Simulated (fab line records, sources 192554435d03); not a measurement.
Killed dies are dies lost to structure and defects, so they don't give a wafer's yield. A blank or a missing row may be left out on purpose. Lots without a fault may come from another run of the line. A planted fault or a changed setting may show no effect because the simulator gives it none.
Chamber matching | flow n5_finfet | N5_BEOL_M1_ETCHBACK_99 on rie_diel-02: 4 sister chambers
The step etches SiO2 in CHF3, target depth 5 nm, time 10.4 s. 8 wafers are shown with their chamber, then 8 later ones without.

WAFERS WITH THEIR CHAMBER
wafer  | chamber | showerhead_plenum_p_Torr (Torr) | oes_product_au (a.u.)
L081.6 | 1       | 2.14                            | 0.67
L085.2 | 3       | 2.03                            | 0.74
L085.3 | 1       | 2.14                            | 0.66
L088.5 | 0       | 2.20                            | 0.95
L089.4 | 2       | 2.17                            | 0.77
L089.5 | 0       | 2.20                            | 0.95
L089.6 | 3       | 2.03                            | 0.73
L091.3 | 2       | 2.16                            | 0.75

WAFERS WITHOUT THEIR CHAMBER
wafer  | showerhead_plenum_p_Torr (Torr) | oes_product_au (a.u.)
L091.5 | 2.16                            | 0.75
L091.6 | 2.14                            | 0.97
L093.2 | 2.03                            | 0.72
L093.3 | 2.19                            | 0.93
L093.5 | 2.16                            | 0.75
L095.1 | 2.02                            | 0.72
L095.4 | 2.19                            | 0.91
L095.5 | 2.16                            | 0.74

WHICH CHAMBER EACH WENT THROUGH
wafer  | from the rows above | in truth
L091.5 | 2                   | 2
L091.6 | 0                   | 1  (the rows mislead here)
L093.2 | 3                   | 3
L093.3 | 0                   | 0
L093.5 | 2                   | 2
L095.1 | 3                   | 3
L095.4 | 0                   | 0
L095.5 | 2                   | 2
Placed correctly: 7 of 8. Can't be placed from these rows: 0. Placed wrongly: 1.
How it was worked out, from the rows above alone: a wafer's distance from a chamber is the root of the sum, over the readings, of the square of ((its reading less the chamber's mean) divided by the reading's scatter). The wafer belongs to the nearest chamber; if the next one is less than 2 further off, it can't be placed. A chamber's mean is the mean of its shown wafers. The scatter: the root of (the sum of the squares of (reading less its chamber's mean) over the shown wafers, divided by (wafers less chambers)).
